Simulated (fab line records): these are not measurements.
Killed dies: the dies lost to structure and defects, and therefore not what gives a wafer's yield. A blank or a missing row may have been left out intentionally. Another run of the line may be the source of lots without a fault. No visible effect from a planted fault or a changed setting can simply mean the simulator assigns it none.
fab line records | flow n5Finfet
record: lots: 7 | wafers: 39
route steps=1938 shown WELL_APT@32 FIN_CUT@169 STI_FIN_REVEAL@200 DUMMY_GATE@237 HKMG_FIN@421 GATE_CUT@466 PASSIVATION@1936
startH: hours from the record's opening day to when the first of the lot's shown wafers began | waitH: how many hours have passed since the lot's step before this one | " as in the row above | L1.1+2: several wafers, shown together as one row | - no value present, or no start provided | * or withheld: withheld | < > ~ a bound
route shown NAME@n: NAME is a module with steps in the file, n the number in the route of the first one | usual: mean/standard deviation taken from wafers without a fault | same: alike in all rows | chamber/n: place in a boat | sites: each site's reading | _std_site: standard deviation of those values | _edge_site: outer sites' mean less inner sites' | radiusMm: how far each site lies from the wafer's centre | mask NAME#n: copy n | behind: the most recent tool/chamber to have shaped the wafer | hold: what put the lot on hold/how long, in hours/how the hold closed | device: the transistor (n, p or np) that didn't switch | end of line: the same wafers' tests at the end of the route | a step with no rows: only its recipe | killed: not the wafer's yield, but the dies lost to structure and defects at the first sort | map: dies across one wafer; x = killed, . = not, _ = none there
set.NAME: the setting as run; set.NAME@STEP: as run at that earlier step | model.NAME: the simulator's own value behind a step, which no gauge read
lots whose settings were changed on purpose; a table a step, a row a wafer
== steps ==
step: N5_WELL_APT_IMPLANT_14
recipe: species: P | energyKev: 160 | doseCm2: 1.5e+13 | tiltDeg: 0 | rotationDeg: 0
step: N5_FIN_CUT_ETCH_21
recipe: chemistry: N2/H2 | target: SOC | targetDepthA: 2190 | overetchA: 438 | maskMaterial: SiARC | tempC: 40 | ionEnergyEv: 100 | biasW: 61 | timeS: 523.5 | pressureMtorr: 30 | sourceW: 850 | n2FlowSccm: 200 | h2FlowSccm: 200
step: N5_STI_FIN_REVEAL_OXIDATION_31
recipe: chemistry: O2_PLASMA_REMOTE | tempC: 150 | timeS: 20 | pressureMtorr: 1000 | sourcePowerW: 2000 | o2FlowSccm: 3000
step: N5_DUMMY_GATE_ETCH_37
recipe: chemistry: N2/H2 | target: SOC | targetDepthA: 600 | overetchA: 300 | tempC: 40 | ionEnergyEv: 200 | pressureMtorr: 30 | sourceW: 840 | biasW: 150 | n2FlowSccm: 200 | h2FlowSccm: 200
step: N5_HKMG_FIN_PWFM_ALD_03
recipe: material: TiN | targetThkA: 20 | tempC: 400 | aldPrecursorFamily: TiCl4 | aldCoReactant: NH3 | pulseTimeS: 1 | purgeTimeS: 3 | coReactantPurgeTimeS: 2 | coReactantPulseTimeS: 2 | aldCycles: 91 | pressureTorr: 3
step: N5_HKMG_FIN_ALD_91
recipe: material: TiN | targetThkA: 10 | tempC: 400 | aldPrecursorFamily: TiCl4 | aldCoReactant: NH3 | pulseTimeS: 1 | purgeTimeS: 3 | coReactantPurgeTimeS: 2 | coReactantPulseTimeS: 2 | aldCycles: 47 | pressureTorr: 3
step: N5_HKMG_FIN_ETCH_86
recipe: chemistry: N2/H2 | target: SOC | targetDepthA: 3932 | stopOn: TiN | ionEnergyEv: 100 | biasW: 61 | pressureMtorr: 30 | sourceW: 850 | n2FlowSccm: 200 | h2FlowSccm: 200
step: N5_GATE_CUT_ETCH_56
recipe: chemistry: Cl2/Ar | target: TiN | targetDepthA: 216 | pressureMtorr: 10 | icpW: 600 | biasW: 60 | Cl2_flow_sccm: 40 | Ar_flow_sccm: 60
step: N5_GATE_CUT_ALD_22
recipe: material: SiNx | targetThkA: 160 | tempC: 400 | aldPrecursorFamily: SiH2I2 | aldCoReactant: N2/H2-plasma | pulseTimeS: 1 | aldCycles: 320 | purgeTimeS: 2 | coReactantPurgeTimeS: 2 | pressureTorr: 2
step: N5_PASSIVATION_PROBE_49
usual: killedAtFrontEnd: 37/9.9 | killedDies: 101/15 | sortNPass: 1079/15 | sortYieldPct: 91.4/1.3
lot.wafer | tool      | chamber | startH | waitH | set.doseCm2@WELL_APT_IMPLANT_14 | set.timeS@FIN_CUT_ETCH_21 | set.timeS@STI_FIN_REVEAL_OXIDATION_31 | set.sourceW@DUMMY_GATE_ETCH_37 | set.coReactantPulseTimeS@HKMG_FIN_PWFM_ALD_03 | set.aldCycles@HKMG_FIN_ALD_91 | set.targetDepthA@HKMG_FIN_ETCH_86 | set.biasW@GATE_CUT_ETCH_56 | set.aldCycles@GATE_CUT_ALD_22 | killedAtFrontEnd | killedDies | sortNPass | sortYieldPct[%]
L081.1    | prober-01 | -       | 316.64 | 0.0   | 1.312e+13                       | 573.7                     | 20                                    | 840                            | 1.544                                         | 45                            | 3932                              | 60                         | 320                           | 64               | 124        | 1056      | 89.5
L081.2    | prober-01 | -       | 316.69 | 0.1   | 1.312e+13                       | 523.5                     | 20                                    | 840                            | 2                                             | 45                            | 4196                              | 60                         | 320                           | 1082             | 1130       | 50        | 4.2
L081.3    | prober-01 | -       | 316.74 | 0.1   | 1.312e+13                       | 573.7                     | 20                                    | 840                            | 1.544                                         | 47                            | 4196                              | 69.64                      | 320                           | 914              | 967        | 213       | 18.1
L081.4    | prober-01 | -       | 316.79 | 0.2   | 1.5e+13                         | 523.5                     | 20                                    | 840                            | 1.544                                         | 47                            | 3932                              | 60                         | 320                           | 50               | 134        | 1045      | 88.6
L081.5    | prober-01 | -       | 316.84 | 0.2   | 1.5e+13                         | 573.7                     | 20                                    | 840                            | 2                                             | 47                            | 3932                              | 69.64                      | 320                           | 21               | 101        | 1079      | 91.4
L081.6    | prober-01 | -       | 316.89 | 0.3   | 1.5e+13                         | 523.5                     | 20                                    | 840                            | 2                                             | 45                            | 4196                              | 69.64                      | 320                           | 978              | 1044       | 136       | 11.5
L083.1    | prober-01 | -       | 336.79 | 0.0   | 1.5e+13                         | 523.5                     | 20                                    | 723.6                          | 2.245                                         | 43                            | 3932                              | 60                         | 320                           | 40               | 94         | 1086      | 92.0
L083.2    | prober-01 | -       | 336.84 | 0.1   | 1.5e+13                         | 523.5                     | 22.28                                 | 840                            | 2                                             | 43                            | 3932                              | 60                         | 320                           | 82               | 128        | 1052      | 89.2
L083.3    | prober-01 | -       | 336.89 | 0.1   | 1.5e+13                         | 564.9                     | 22.28                                 | 840                            | 2.245                                         | 47                            | 3932                              | 60                         | 320                           | 29               | 83         | 1097      | 93.0
L083.4    | prober-01 | -       | 336.94 | 0.2   | 1.709e+13                       | 523.5                     | 22.28                                 | 723.6                          | 2                                             | 47                            | 3932                              | 50.48                      | 320                           | 67               | 114        | 1066      | 90.3
L083.5    | prober-01 | -       | 336.99 | 0.2   | 1.709e+13                       | 564.9                     | 20                                    | 840                            | 2                                             | 47                            | 3932                              | 50.48                      | 320                           | 47               | 86         | 1094      | 92.7
L083.6    | prober-01 | -       | 337.04 | 0.3   | 1.709e+13                       | 564.9                     | 20                                    | 723.6                          | 2.245                                         | 43                            | 3932                              | 50.48                      | 320                           | 24               | 74         | 1106      | 93.7
L084.1    | prober-02 | -       | 337.09 | 0.0   | 1.738e+13                       | 571.4                     | 25.72                                 | 840                            | 2                                             | 45                            | 3932                              | 53.19                      | 320                           | 47               | 114        | 1066      | 90.3
L084.2    | prober-02 | -       | 337.14 | 0.1   | 1.5e+13                         | 571.4                     | 20                                    | 840                            | 1.817                                         | 45                            | 4427                              | 60                         | 370                           | 1104             | 1178       | 2         | 0.2
L084.3    | prober-02 | -       | 337.19 | 0.1   | 1.738e+13                       | 523.5                     | 25.72                                 | 840                            | 1.817                                         | 45                            | 3932                              | 60                         | 320                           | 44               | 117        | 1063      | 90.1
L084.4    | prober-02 | -       | 337.24 | 0.2   | 1.5e+13                         | 523.5                     | 20                                    | 840                            | 1.817                                         | 47                            | 3932                              | 53.19                      | 370                           | 36               | 110        | 1070      | 90.7
L084.5    | prober-02 | -       | 337.29 | 0.2   | 1.5e+13                         | 523.5                     | 25.72                                 | 840                            | 2                                             | 47                            | 4427                              | 53.19                      | 320                           | 1114             | 1180       | 0         | 0
L084.6    | prober-02 | -       | 337.34 | 0.3   | 1.738e+13                       | 571.4                     | 20                                    | 840                            | 2                                             | 47                            | 4427                              | 60                         | 370                           | 1091             | 1175       | 5         | 0.4
L091.1    | prober-02 | -       | 376.29 | 0.0   | 1.649e+13                       | 635.9                     | 17.91                                 | 943.6                          | 1.649                                         | 47                            | 4105                              | 69.75                      | 365                           | 670              | 747        | 433       | 36.7
L091.2    | prober-02 | -       | 376.34 | 0.1   | 1.649e+13                       | 523.5                     | 17.91                                 | 840                            | 2                                             | 47                            | 3932                              | 69.75                      | 365                           | 31               | 102        | 1078      | 91.4
L091.3    | prober-02 | -       | 376.39 | 0.1   | 1.649e+13                       | 523.5                     | 20                                    | 943.6                          | 1.649                                         | 51                            | 3932                              | 60                         | 365                           | 32               | 98         | 1062      | 90.0
L091.4    | prober-02 | -       | 376.44 | 0.2   | 1.5e+13                         | 635.9                     | 20                                    | 943.6                          | 2                                             | 51                            | 3932                              | 69.75                      | 320                           | 44               | 108        | 1072      | 90.8
L091.5    | prober-02 | -       | 376.49 | 0.2   | 1.5e+13                         | 523.5                     | 20                                    | 840                            | 2                                             | 47                            | 4105                              | 60                         | 320                           | 698              | 766        | 414       | 35.1
L091.6    | prober-02 | -       | 376.54 | 0.3   | 1.5e+13                         | 635.9                     | 17.91                                 | 840                            | 1.649                                         | 51                            | 4105                              | 60                         | 320                           | 901              | 979        | 201       | 17.0
L092.4    | prober-01 | -       | 396.00 | 0.2   | 1.5e+13                         | 523.5                     | 20                                    | 840                            | 2                                             | 47                            | 3932                              | 60                         | 320                           | 32               | 89         | 1091      | 92.5
L092.5    | prober-01 | -       | 396.05 | 0.2   | 1.5e+13                         | 523.5                     | 20                                    | 840                            | 2                                             | 47                            | 3932                              | 60                         | 320                           | 38               | 100        | 1080      | 91.5
L092.6    | prober-01 | -       | 396.10 | 0.3   | 1.5e+13                         | 523.5                     | 20                                    | 840                            | 2                                             | 47                            | 3932                              | 60                         | 320                           | 38               | 85         | 1095      | 92.8
L088.1    | prober-02 | -       | 396.56 | 0.0   | 1.342e+13                       | 523.5                     | 20                                    | 688.2                          | 2.373                                         | 48                            | 3781                              | 60                         | 303                           | 39               | 99         | 1081      | 91.6
L088.2    | prober-02 | -       | 396.61 | 0.1   | 1.5e+13                         | 523.5                     | 20                                    | 840                            | 2.373                                         | 47                            | 3932                              | 60                         | 303                           | 30               | 93         | 1087      | 92.1
L088.3    | prober-02 | -       | 396.66 | 0.1   | 1.342e+13                       | 523.5                     | 21.78                                 | 840                            | 2                                             | 47                            | 3932                              | 60                         | 320                           | 33               | 81         | 1099      | 93.1
L088.4    | prober-02 | -       | 396.71 | 0.2   | 1.5e+13                         | 523.5                     | 20                                    | 688.2                          | 2                                             | 48                            | 3932                              | 60                         | 303                           | 51               | 112        | 1068      | 90.5
L088.5    | prober-02 | -       | 396.76 | 0.2   | 1.5e+13                         | 523.5                     | 21.78                                 | 688.2                          | 2.373                                         | 47                            | 3781                              | 60                         | 320                           | 42               | 134        | 1046      | 88.6
L088.6    | prober-02 | -       | 396.81 | 0.3   | 1.342e+13                       | 523.5                     | 21.78                                 | 840                            | 2                                             | 48                            | 3781                              | 60                         | 320                           | 33               | 111        | 1069      | 90.6
L096.1    | prober-02 | -       | 423.56 | 0.0   | 1.5e+13                         | 523.5                     | 20                                    | 840                            | 2.407                                         | 47                            | 3595                              | 60                         | 320                           | 45               | 130        | 1050      | 89.0
L096.2    | prober-02 | -       | 423.61 | 0.1   | 1.5e+13                         | 523.5                     | 15.55                                 | 840                            | 2.407                                         | 47                            | 3595                              | 60                         | 320                           | 42               | 109        | 1071      | 90.8
L096.3    | prober-02 | -       | 423.66 | 0.1   | 1.5e+13                         | 523.5                     | 15.55                                 | 706.3                          | 2                                             | 47                            | 3595                              | 60                         | 320                           | 43               | 104        | 1076      | 91.2
L096.4    | prober-02 | -       | 423.71 | 0.2   | 1.5e+13                         | 523.5                     | 20                                    | 706.3                          | 2.407                                         | 47                            | 3932                              | 60                         | 320                           | 34               | 115        | 1065      | 90.3
L096.5    | prober-02 | -       | 423.76 | 0.2   | 1.5e+13                         | 523.5                     | 20                                    | 706.3                          | 2                                             | 47                            | 3932                              | 60                         | 320                           | 38               | 110        | 1070      | 90.7
L096.6    | prober-02 | -       | 423.81 | 0.3   | 1.5e+13                         | 523.5                     | 15.55                                 | 840                            | 2                                             | 47                            | 3932                              | 60                         | 320                           | 24               | 93         | 1087      | 92.1
killed by level:class
L081.1 STI_FIN_REVEAL:geometricParticle:open=14 HKMG_FIN:areaAld=12 MOL_CONTACT_COAG:geometricParticle:open=11 FIN_SAQP:geometricParticle:short=8 BEOL_M1:geometricParticle:open=8 BEOL_M4:geometricParticle:open=7 STI_FIN_REVEAL:geometricParticle:short=6 FIN_SAQP:geometricParticle:open=5
L081.2 HKMG_FIN:areaEtch=966 HKMG_FIN:areaAld=70 STI_FIN_REVEAL:geometricParticle:open=18 MOL_CONTACT_COAG:geometricParticle:open=10 DUMMY_GATE:geometricParticle:open=6 BEOL_M1:geometricParticle:open=6 BEOL_M0_SAQP:geometricParticle:short=5 BEOL_M4:geometricParticle:open=5
L081.3 HKMG_FIN:areaEtch=886 BEOL_M4:geometricParticle:open=12 BEOL_M1:geometricParticle:open=11 MOL_CONTACT_COAG:geometricParticle:open=8 BEOL_M1:geometricParticle:short=5 FIN_SAQP:geometricParticle:open=4 FIN_SAQP:geometricParticle:short=4 GATE_CUT:geometricParticle:open=4
L081.4 FIN_SAQP:geometricParticle:short=19 MOL_CONTACT_COAG:geometricParticle:open=17 FIN_SAQP:geometricParticle:open=12 BEOL_M1:geometricParticle:open=11 BEOL_M4:geometricParticle:open=10 BEOL_M0_SAQP:geometricParticle:open=10 STI_FIN_REVEAL:geometricParticle:open=5 MOL_CONTACT_COAG:geometricParticle:short=5
L081.5 BEOL_M4:geometricParticle:open=18 MOL_CONTACT_COAG:geometricParticle:open=10 BEOL_M1:geometricParticle:open=10 BEOL_M0_SAQP:geometricParticle:short=7 BEOL_M1:geometricParticle:short=7 MOL_CONTACT_COAG:geometricParticle:short=6 BEOL_M2:geometricParticle:open=6 GATE_CUT:geometricParticle:short=5
L081.6 HKMG_FIN:areaEtch=882 HKMG_FIN:areaAld=55 DUMMY_GATE:geometricParticle:open=10 MOL_CONTACT_COAG:geometricParticle:open=9 BEOL_M1:geometricParticle:open=8 STI_FIN_REVEAL:geometricParticle:open=7 BEOL_M0:geometricParticle:open=7 GATE_CUT:geometricParticle:short=5
L083.1 MOL_CONTACT_COAG:geometricParticle:open=11 FIN_SAQP:geometricParticle:short=8 FIN_SAQP:geometricParticle:open=7 BEOL_M3:geometricParticle:open=7 BEOL_M4:geometricParticle:open=7 STARTING-WAFER:geometricParticle:open=5 GATE_CUT:geometricParticle:short=4 MOL_CONTACT_COAG:geometricParticle:short=4
L083.2 HKMG_FIN:areaAld=53 BEOL_M1:geometricParticle:open=8 MOL_CONTACT_COAG:geometricParticle:open=7 BEOL_M4:geometricParticle:open=6 STI_FIN_REVEAL:geometricParticle:open=5 GATE_CUT:geometricParticle:short=5 STARTING-WAFER:geometricParticle:open=5 BEOL_M0_SAQP:geometricParticle:short=4
L083.3 BEOL_M1:geometricParticle:open=12 MOL_CONTACT_COAG:geometricParticle:open=10 FIN_SAQP:geometricParticle:short=9 DUMMY_GATE:geometricParticle:open=7 BEOL_M2:geometricParticle:open=7 BEOL_M0_SAQP:geometricParticle:open=4 GATE_CUT:geometricParticle:short=3 BEOL_M0_SAQP:geometricParticle:short=3
L083.4 STI_FIN_REVEAL:geometricParticle:open=12 MOL_CONTACT_COAG:geometricParticle:open=12 GATE_CUT:geometricParticle:short=10 DUMMY_GATE:geometricParticle:open=9 HKMG_FIN:areaEtch=8 FIN_SAQP:geometricParticle:open=6 STARTING-WAFER:geometricParticle:open=6 MOL_CONTACT_COAG:geometricParticle:short=5
L083.5 FIN_SAQP:geometricParticle:short=18 FIN_SAQP:geometricParticle:open=11 MOL_CONTACT_COAG:geometricParticle:open=11 BEOL_M0_SAQP:geometricParticle:short=6 BEOL_M2:geometricParticle:open=5 BEOL_M4:geometricParticle:open=5 DUMMY_GATE:geometricParticle:open=4 GATE_CUT:geometricParticle:short=4
L083.6 BEOL_M1:geometricParticle:open=8 MOL_CONTACT_COAG:geometricParticle:open=7 BEOL_M4:geometricParticle:open=7 BEOL_M2:geometricParticle:open=6 STI_FIN_REVEAL:geometricParticle:open=5 DUMMY_GATE:geometricParticle:open=5 BEOL_M1:geometricParticle:short=5 FIN_SAQP:geometricParticle:open=3
L084.1 HKMG_FIN:areaAld=18 BEOL_M0_SAQP:geometricParticle:open=9 MOL_CONTACT_COAG:geometricParticle:open=8 BEOL_M2:geometricParticle:open=8 STI_FIN_REVEAL:geometricParticle:open=7 BEOL_M0_SAQP:geometricParticle:short=7 BEOL_M3:geometricParticle:open=7 BEOL_M1:geometricParticle:open=6
L084.2 HKMG_FIN:areaEtch=980 HKMG_FIN:areaAld=91 BEOL_M2:geometricParticle:open=15 STI_FIN_REVEAL:geometricParticle:open=12 FIN_SAQP:geometricParticle:short=8 MOL_CONTACT_COAG:geometricParticle:open=7 BEOL_M0_SAQP:geometricParticle:short=7 BEOL_M0_SAQP:geometricParticle:open=6
L084.3 BEOL_M0_SAQP:geometricParticle:open=14 BEOL_M2:geometricParticle:open=12 HKMG_FIN:areaAld=12 FIN_SAQP:geometricParticle:open=11 BEOL_M0_SAQP:geometricParticle:short=9 STI_FIN_REVEAL:geometricParticle:open=6 MOL_CONTACT_COAG:geometricParticle:open=5 BEOL_M1:geometricParticle:open=5
L084.4 MOL_CONTACT_COAG:geometricParticle:open=12 STI_FIN_REVEAL:geometricParticle:open=11 BEOL_M0_SAQP:geometricParticle:short=10 BEOL_M0_SAQP:geometricParticle:open=9 DUMMY_GATE:geometricParticle:open=8 BEOL_M4:geometricParticle:open=6 BEOL_M2:geometricParticle:open=6 BEOL_M1:geometricParticle:open=5
L084.5 HKMG_FIN:areaEtch=1068 BEOL_M2:geometricParticle:open=15 STI_FIN_REVEAL:geometricParticle:open=11 BEOL_M0_SAQP:geometricParticle:short=7 BEOL_M5:geometricParticle:open=6 FIN_SAQP:geometricParticle:open=6 BEOL_M4:geometricParticle:open=6 BEOL_M1:geometricParticle:open=5
L084.6 HKMG_FIN:areaEtch=1046 BEOL_M0_SAQP:geometricParticle:short=14 BEOL_M0_SAQP:geometricParticle:open=13 BEOL_M1:geometricParticle:open=11 DUMMY_GATE:geometricParticle:open=9 MOL_CONTACT_COAG:geometricParticle:open=9 FIN_SAQP:geometricParticle:short=7 STI_FIN_REVEAL:geometricParticle:open=7
L091.1 HKMG_FIN:areaEtch=626 BEOL_M4:geometricParticle:open=14 FIN_SAQP:geometricParticle:open=11 STI_FIN_REVEAL:geometricParticle:open=9 BEOL_M0_SAQP:geometricParticle:open=9 FIN_SAQP:geometricParticle:short=8 MOL_CONTACT_COAG:geometricParticle:open=8 BEOL_M3:geometricParticle:open=8
L091.2 MOL_CONTACT_COAG:geometricParticle:open=16 BEOL_M1:geometricParticle:open=10 GATE_CUT:geometricParticle:short=6 BEOL_M0_SAQP:geometricParticle:open=5 BEOL_M2:geometricParticle:open=5 BEOL_M4:geometricParticle:open=5 FIN_SAQP:geometricParticle:short=4 BEOL_M3:geometricParticle:short=4
L091.3 BEOL_M0_SAQP:geometricParticle:open=12 BEOL_M0_SAQP:geometricParticle:short=10 BEOL_M1:geometricParticle:open=10 FIN_SAQP:geometricParticle:open=7 BEOL_M2:geometricParticle:open=6 STI_FIN_REVEAL:geometricParticle:open=5 MOL_CONTACT_COAG:geometricParticle:open=4 BEOL_M2:geometricParticle:short=4
L091.4 FIN_SAQP:geometricParticle:open=10 FIN_SAQP:geometricParticle:short=9 BEOL_M0_SAQP:geometricParticle:open=9 BEOL_M1:geometricParticle:open=8 MOL_CONTACT_COAG:geometricParticle:open=6 BEOL_M0_SAQP:geometricParticle:short=6 BEOL_M2:geometricParticle:open=6 ILD0:geometricParticle:short=5
L091.5 HKMG_FIN:areaEtch=666 MOL_CONTACT_COAG:geometricParticle:open=13 BEOL_M1:geometricParticle:open=7 BEOL_M2:geometricParticle:open=7 BEOL_M3:geometricParticle:open=7 STI_FIN_REVEAL:geometricParticle:open=6 GATE_CUT:geometricParticle:short=6 BEOL_M0_SAQP:geometricParticle:short=5
L091.6 HKMG_FIN:areaEtch=870 BEOL_M0_SAQP:geometricParticle:open=16 BEOL_M0_SAQP:geometricParticle:short=12 FIN_SAQP:geometricParticle:short=10 MOL_CONTACT_COAG:geometricParticle:open=9 BEOL_M3:geometricParticle:open=7 BEOL_M4:geometricParticle:open=7 FIN_SAQP:geometricParticle:open=5
L092.4 MOL_CONTACT_COAG:geometricParticle:open=12 FIN_SAQP:geometricParticle:short=8 BEOL_M0_SAQP:geometricParticle:short=8 BEOL_M0_SAQP:geometricParticle:open=8 FIN_SAQP:geometricParticle:open=6 BEOL_M1:geometricParticle:open=6 BEOL_M4:geometricParticle:open=5 DUMMY_GATE:geometricParticle:open=3
L092.5 BEOL_M2:geometricParticle:open=11 MOL_CONTACT_COAG:geometricParticle:open=9 FIN_SAQP:geometricParticle:short=8 FIN_SAQP:geometricParticle:open=8 GATE_CUT:geometricParticle:short=7 BEOL_M0_SAQP:geometricParticle:short=6 BEOL_M2:geometricParticle:short=5 GATE_CUT:geometricParticle:open=4
L092.6 DUMMY_GATE:geometricParticle:open=12 BEOL_M2:geometricParticle:open=12 FIN_SAQP:geometricParticle:open=6 GATE_CUT:geometricParticle:open=6 BEOL_M0_SAQP:geometricParticle:short=6 STARTING-WAFER:geometricParticle:short=5 BEOL_M0_SAQP:geometricParticle:open=4 BEOL_M1:geometricParticle:open=4
L088.1 STI_FIN_REVEAL:geometricParticle:open=12 MOL_CONTACT_COAG:geometricParticle:open=12 BEOL_M0_SAQP:geometricParticle:open=10 BEOL_M0_SAQP:geometricParticle:short=7 FIN_SAQP:geometricParticle:open=4 BEOL_M1:geometricParticle:open=4 BEOL_M2:geometricParticle:open=4 BEOL_M4:geometricParticle:open=4
L088.2 STI_FIN_REVEAL:geometricParticle:open=15 MOL_CONTACT_COAG:geometricParticle:open=12 BEOL_M3:geometricParticle:open=6 BEOL_M2:geometricParticle:open=5 PASS1_CAP:geometricParticle:short=5 BEOL_M0_SAQP:geometricParticle:open=4 DUMMY_GATE:geometricParticle:open=3 BEOL_M1:geometricParticle:short=3
L088.3 MOL_CONTACT_COAG:geometricParticle:open=16 STI_FIN_REVEAL:geometricParticle:open=12 BEOL_M1:geometricParticle:open=8 FIN_SAQP:geometricParticle:open=6 STI_FIN_REVEAL:geometricParticle:short=4 BEOL_M0_SAQP:geometricParticle:open=3 BEOL_M0_SAQP:geometricParticle:short=3 ILD0:geometricParticle:open=2
L088.4 STI_FIN_REVEAL:geometricParticle:open=17 BEOL_M0_SAQP:geometricParticle:open=9 BEOL_M2:geometricParticle:open=9 MOL_CONTACT_COAG:geometricParticle:open=7 BEOL_M1:geometricParticle:open=7 GATE_CUT:geometricParticle:short=5 BEOL_M0_SAQP:geometricParticle:short=5 STARTING-WAFER:geometricParticle:short=5
L088.5 STI_FIN_REVEAL:geometricParticle:open=15 BEOL_M0_SAQP:geometricParticle:open=11 BEOL_M0_SAQP:geometricParticle:short=10 BEOL_M1:geometricParticle:open=9 MOL_CONTACT_COAG:geometricParticle:open=9 BEOL_M4:geometricParticle:open=9 BEOL_M2:geometricParticle:open=8 FIN_SAQP:geometricParticle:short=6
L088.6 MOL_CONTACT_COAG:geometricParticle:open=16 BEOL_M1:geometricParticle:open=14 BEOL_M4:geometricParticle:open=8 BEOL_M0_SAQP:geometricParticle:open=8 STI_FIN_REVEAL:geometricParticle:open=6 MOL_CONTACT_COAG:geometricParticle:short=6 BEOL_M2:geometricParticle:open=6 GATE_CUT:geometricParticle:short=5
L096.1 FIN_SAQP:geometricParticle:open=13 MOL_CONTACT_COAG:geometricParticle:open=11 BEOL_M4:geometricParticle:open=11 BEOL_M3:geometricParticle:open=10 DUMMY_GATE:geometricParticle:open=8 FIN_SAQP:geometricParticle:short=7 BEOL_M0_SAQP:geometricParticle:open=7 BEOL_M1:geometricParticle:open=7
L096.2 FIN_SAQP:geometricParticle:open=14 BEOL_M0_SAQP:geometricParticle:open=12 BEOL_M0_SAQP:geometricParticle:short=10 MOL_CONTACT_COAG:geometricParticle:open=8 BEOL_M1:geometricParticle:open=7 GATE_CUT:geometricParticle:short=5 BEOL_M2:geometricParticle:open=5 BEOL_M3:geometricParticle:open=5
L096.3 MOL_CONTACT_COAG:geometricParticle:open=13 STI_FIN_REVEAL:geometricParticle:open=10 FIN_SAQP:geometricParticle:open=9 DUMMY_GATE:geometricParticle:open=6 BEOL_M0_SAQP:geometricParticle:short=6 FIN_SAQP:geometricParticle:short=4 BEOL_M0_SAQP:geometricParticle:open=4 BEOL_M1:geometricParticle:open=4
L096.4 MOL_CONTACT_COAG:geometricParticle:open=19 FIN_SAQP:geometricParticle:open=11 BEOL_M2:geometricParticle:open=9 BEOL_M0_SAQP:geometricParticle:short=7 BEOL_M4:geometricParticle:open=7 GATE_CUT:geometricParticle:short=6 BEOL_M0_SAQP:geometricParticle:open=6 BEOL_M1:geometricParticle:open=6
L096.5 BEOL_M1:geometricParticle:open=12 BEOL_M0_SAQP:geometricParticle:short=10 FIN_SAQP:geometricParticle:open=9 BEOL_M3:geometricParticle:open=9 MOL_CONTACT_COAG:geometricParticle:open=8 BEOL_M2:geometricParticle:open=8 FIN_SAQP:geometricParticle:short=7 BEOL_M0_SAQP:geometricParticle:open=7
L096.6 BEOL_M0_SAQP:geometricParticle:short=11 MOL_CONTACT_COAG:geometricParticle:open=8 BEOL_M3:geometricParticle:open=8 BEOL_M1:geometricParticle:open=6 FIN_SAQP:geometricParticle:open=5 FIN_SAQP:geometricParticle:short=5 GATE_CUT:geometricParticle:short=5 BEOL_M0_SAQP:geometricParticle:open=4
== key ==
split: step: N5_WELL_APT_IMPLANT_14 | setting: doseCm2 | statedAs: 1.5e+13
response none clear
split: step: N5_FIN_CUT_ETCH_21 | setting: timeS | statedAs: 523.5
response none clear
split: step: N5_STI_FIN_REVEAL_OXIDATION_31 | setting: timeS | statedAs: 20
response none clear
split: step: N5_DUMMY_GATE_ETCH_37 | setting: sourceW | statedAs: 840
response none clear
split: step: N5_HKMG_FIN_PWFM_ALD_03 | setting: coReactantPulseTimeS | statedAs: 2
response none clear
split: step: N5_HKMG_FIN_ALD_91 | setting: aldCycles | statedAs: 47
response none clear
split: step: N5_HKMG_FIN_ETCH_86 | setting: targetDepthA | statedAs: 3932
response: step: N5_PASSIVATION_PROBE_49 | reading: killedAtFrontEnd | slope: +70.4 | per: 1% | togetherWith: all | explained: 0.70
response: step: N5_PASSIVATION_PROBE_49 | reading: sortYieldPct | slope: -5.93 | per: 1% | togetherWith: all | explained: 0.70
response: step: N5_PASSIVATION_PROBE_49 | reading: sortNPass | slope: -70 | per: 1% | togetherWith: all | explained: 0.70
response: step: N5_PASSIVATION_PROBE_49 | reading: killedDies | slope: +70.1 | per: 1% | togetherWith: all | explained: 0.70
split: step: N5_GATE_CUT_ETCH_56 | setting: biasW | statedAs: 60
response none clear
split: step: N5_GATE_CUT_ALD_22 | setting: aldCycles | statedAs: 320
response none clear
